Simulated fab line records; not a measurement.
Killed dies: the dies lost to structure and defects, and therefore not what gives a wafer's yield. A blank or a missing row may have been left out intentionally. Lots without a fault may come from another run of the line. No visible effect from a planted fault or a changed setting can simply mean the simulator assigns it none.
Which tool was responsible? || flow n5 finfet || 11 lots, 33 wafers sampled, at 2 steps of a route of 1938

## WHAT THE GAUGES READ, wafer by wafer
N5_PASSIVATION_CD_MEAS_30 targets a cd of 4000 nm.
{"lot": "L616", "measured": "day 11 21:57", "on": "cd sem-02", "cd nm (nm)": "4001.0 4002.8 4002.1"}
{"lot": "L617", "measured": "day 12 17:43", "on": "cd sem-01", "cd nm (nm)": "3995.4 3998.4 3994.4"}
{"lot": "L623", "measured": "day 13 09:55", "on": "cd sem-03", "cd nm (nm)": "3999.4 3998.8 3995.3"}
{"lot": "L625", "measured": "day 14 08:35", "on": "cd sem-01", "cd nm (nm)": "3999.4 4002.2 4002.9"}
{"lot": "L626", "measured": "day 15 09:52", "on": "cd sem-03", "cd nm (nm)": "3996.1 3996.4 3997.6"}
{"lot": "L627", "measured": "day 15 09:32", "on": "cd sem-02", "cd nm (nm)": "4000.8 4000.7 3998.7"}
{"lot": "L628", "measured": "day 15 14:38", "on": "cd sem-03", "cd nm (nm)": "3999.8 3999.0 3996.0"}
{"lot": "L632", "measured": "day 16 11:58", "on": "cd sem-01", "cd nm (nm)": "3999.9 4000.0 4002.2"}
{"lot": "L633", "measured": "day 16 12:53", "on": "cd sem-03", "cd nm (nm)": "4002.2 3999.9 4004.3"}
{"lot": "L636", "measured": "day 17 17:56", "on": "cd sem-02", "cd nm (nm)": "4000.1 4001.7 4003.7"}
{"lot": "L639", "measured": "day 17 13:18", "on": "cd sem-02", "cd nm (nm)": "3999.5 4004.0 4002.6"}

## WHAT TOOL EACH LOT RAN ON (gives the tool, then ch and the chambers of the sampled wafers, and finally the start)
{"lot": "L616", "N5_BEOL_M3_SPUTTER_48": "pvd sputter-01, day 7 07:11"}
{"lot": "L617", "N5_BEOL_M3_SPUTTER_48": "pvd sputter-01, day 7 22:02"}
{"lot": "L623", "N5_BEOL_M3_SPUTTER_48": "pvd sputter-01, day 8 15:04"}
{"lot": "L625", "N5_BEOL_M3_SPUTTER_48": "pvd sputter-02, day 9 15:08"}
{"lot": "L626", "N5_BEOL_M3_SPUTTER_48": "pvd sputter-03, day 10 01:44"}
{"lot": "L627", "N5_BEOL_M3_SPUTTER_48": "pvd sputter-01, day 10 05:13"}
{"lot": "L628", "N5_BEOL_M3_SPUTTER_48": "pvd sputter-03, day 10 07:26"}
{"lot": "L632", "N5_BEOL_M3_SPUTTER_48": "pvd sputter-01, day 11 16:10"}
{"lot": "L633", "N5_BEOL_M3_SPUTTER_48": "pvd sputter-03, day 11 17:41"}
{"lot": "L636", "N5_BEOL_M3_SPUTTER_48": "pvd sputter-03, day 12 09:20"}
{"lot": "L639", "N5_BEOL_M3_SPUTTER_48": "pvd sputter-02, day 13 03:01"}
- N5_BEOL_M3_SPUTTER_48: material Cu, target thk 4.5 nm, time 8.29 s.

## THE ANSWER, worked out from the rows above alone
Rule: what is usual is taken from the lots themselves. Put in order of their means at a reading, lots are off if they are a third of the lots or fewer, leave a main group of 4 or more, and stand apart from it by a gap of 3 or more times the standard deviation of the main group's means; of several such gaps the widest counts. A main group whose means are all the same, to the digits that the tables above print for the reading, isn't used. A lot without any number at a reading at which 4 lots or more have one is off too. Any other lot the step has rows for is counted as sound.
Nothing can be told from this: no lot is off at any reading shown.

## WHAT THE SIMULATOR HAD INSERTED
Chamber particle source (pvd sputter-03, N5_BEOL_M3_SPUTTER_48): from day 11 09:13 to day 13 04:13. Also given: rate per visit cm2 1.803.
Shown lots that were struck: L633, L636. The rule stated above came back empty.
